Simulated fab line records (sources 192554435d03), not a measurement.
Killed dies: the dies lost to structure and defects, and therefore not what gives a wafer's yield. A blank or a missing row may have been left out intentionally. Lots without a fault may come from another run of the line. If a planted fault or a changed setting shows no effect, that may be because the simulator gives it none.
A struck lot beside a sound one + flow n5_finfet + 16 steps out of a route of 1938
Sound: the wafers L124.1, L124.2, L124.3. Wafers L114.4, L114.6 were the ones struck. The cause comes at the end.
At each step with rows: each side's tool, then ch and its chambers, then its first start. Under that, the readings that differ: sound wafers + struck wafers + difference of the means + sigmas: that difference in standard deviations of wafers without a fault.
alike: same words and numbers on both sides, and readings whose means sit less than 2 such deviations apart. not compared: any withheld reading, any reading some wafer has no value for, any bound like >300 that may hide the same value, and any number with overlapping values for which the record gives no deviation.
A row with sigmas, a row that says differs or no value, or rows on one side alone: a step with any of these is where the two part. Non-overlapping numbers with no deviation appear without sigmas and do not part them. A reading that every wafer of one side lacks parts them only if that side has two wafers or more.

first, 1 step without rows for these wafers: N5_STI_FIN_REVEAL_DENSIFY_02 (time 1800 s).
N5_STI_FIN_REVEAL_CMP_04: polishes, stops on Si3N4, t overpolish 4 s, target thk 131.83 nm.
  sound on cmp-02 ch 1,2,3, day 7 04:05; struck on cmp-01 ch 1,2, day 4 15:07
| reading                | sound     | struck  | difference | sigmas |
|------------------------|-----------|---------|------------|--------|
| time_to_endpoint_s (s) | 95 98 104 | 113 108 | +12        | +3     |
  alike: motor_current_A, overpolish_run_s, retaining_ring_pressure_frac
N5_STI_FIN_REVEAL_THK_MEAS_05:
  sound: film_metro-01 at day 7 04:21; struck: film_metro-01 at day 4 15:18
  alike: thk_nm
N5_STI_FIN_REVEAL_DENSIFY_30:
  sound on rtp_anneal-01 ch 0, day 7 04:22; struck on rtp_anneal-01 ch 0, day 4 15:25
| reading             | sound                | struck        | difference | sigmas |
|---------------------|----------------------|---------------|------------|--------|
| lamp_zone_5_pct (%) | 11.535 11.577 11.532 | 11.505 11.521 | -0.035     | -2     |
  alike: lamp_power_pct
  not compared: wafer_temp_C_max
then, 1 step without rows for these wafers: N5_STI_FIN_REVEAL_ETCHBACK_08 (etches SiO2 in C4F6/O2, target depth 30.5 nm, time 10.167 s).
N5_STI_FIN_REVEAL_STRIP_24: strips in N2/H2, time 90 s.
  sound on rie_diel-01 ch 0,1,3, day 7 04:57; struck on rie_diel-01 ch 0,2, day 4 15:39
  alike: chamber_pressure_mTorr, drypump_motor_current_A, oes_product_au, rf_vpp_V, showerhead_plenum_p_Torr, throttle_valve_pct
  not compared: rf_hours_counter_h
then, 4 steps without rows for these wafers: N5_STI_FIN_REVEAL_PRECLEAN_25 (cleans in SPM, time 90 s); N5_STI_FIN_REVEAL_PRECLEAN_26 (cleans in SC1, time 45 s); N5_STI_FIN_REVEAL_PRECLEAN_29 (cleans in DHF, time 30 s); N5_STI_FIN_REVEAL_SRD_12 (time 30 s).
N5_STI_FIN_REVEAL_RECESS_09: chemistry HF/NH3, target SiO2, afs cycles 11, target depth 42.5 nm, sublimation time 60 s.
  sound on vapor_etch-01 ch 0,1, day 7 05:10; struck on vapor_etch-01 ch 0,1, day 4 16:24
  alike: drypump_motor_current_A
then, 1 step without rows for these wafers: N5_STI_FIN_REVEAL_STRIP_16 (strips SiNx in H3PO4, target depth 23.8 nm).
N5_STI_FIN_REVEAL_PRECLEAN_17: cleans in NF3:NH3, afs cycles 1, time 20 s, sublimation time 60 s.
  sound on remote_plasma-02 ch 0, day 7 07:04; struck on remote_plasma-01 ch 1, day 4 17:50
| reading    | sound    | struck        | difference | sigmas |
|------------|----------|---------------|------------|--------|
| time_s (s) | 20 20 20 | 16.931 16.931 | -3.069     |        |
N5_STI_FIN_REVEAL_ETCH_34: etches Si in H2, material Si, target depth 0.97 nm.
  sound on rie_si-01 ch 0,1,2, day 7 07:16; struck on rie_si-06 ch 0,3, day 4 17:58
  alike: chamber_pressure_mTorr, drypump_motor_current_A, he_flow_sccm, oes_product_au, throttle_valve_pct
  not compared: rf_hours_counter_h
-- record jumps: 5 days separate the struck wafers' starts on either side; left off in module STI_FIN_REVEAL, taken up again in module BEOL_M4, whose first shown step is the route's number 1111 --
N5_BEOL_M4_RC_MEAS_101:
  sound on prober-02 ch 0, day 12 16:16; struck on prober-02 ch 0, day 9 18:15
  alike: DIBL_N, DIBL_P, IOFF_N, IOFF_P, ION_N, ION_P, SS_N, SS_P, VT_N, VT_P
following that, these wafers have no rows for 1 step: N5_PASSIVATION_PROBE_49.

## WHERE THEY PART
Earliest at N5_STI_FIN_REVEAL_CMP_04; latest, in this record, at N5_STI_FIN_REVEAL_DENSIFY_30. Later steps at which nothing parts them and some readings are alike: N5_STI_FIN_REVEAL_STRIP_24, N5_STI_FIN_REVEAL_RECESS_09, N5_STI_FIN_REVEAL_ETCH_34, N5_BEOL_M4_RC_MEAS_101.

WHY: the cause the simulator had injected
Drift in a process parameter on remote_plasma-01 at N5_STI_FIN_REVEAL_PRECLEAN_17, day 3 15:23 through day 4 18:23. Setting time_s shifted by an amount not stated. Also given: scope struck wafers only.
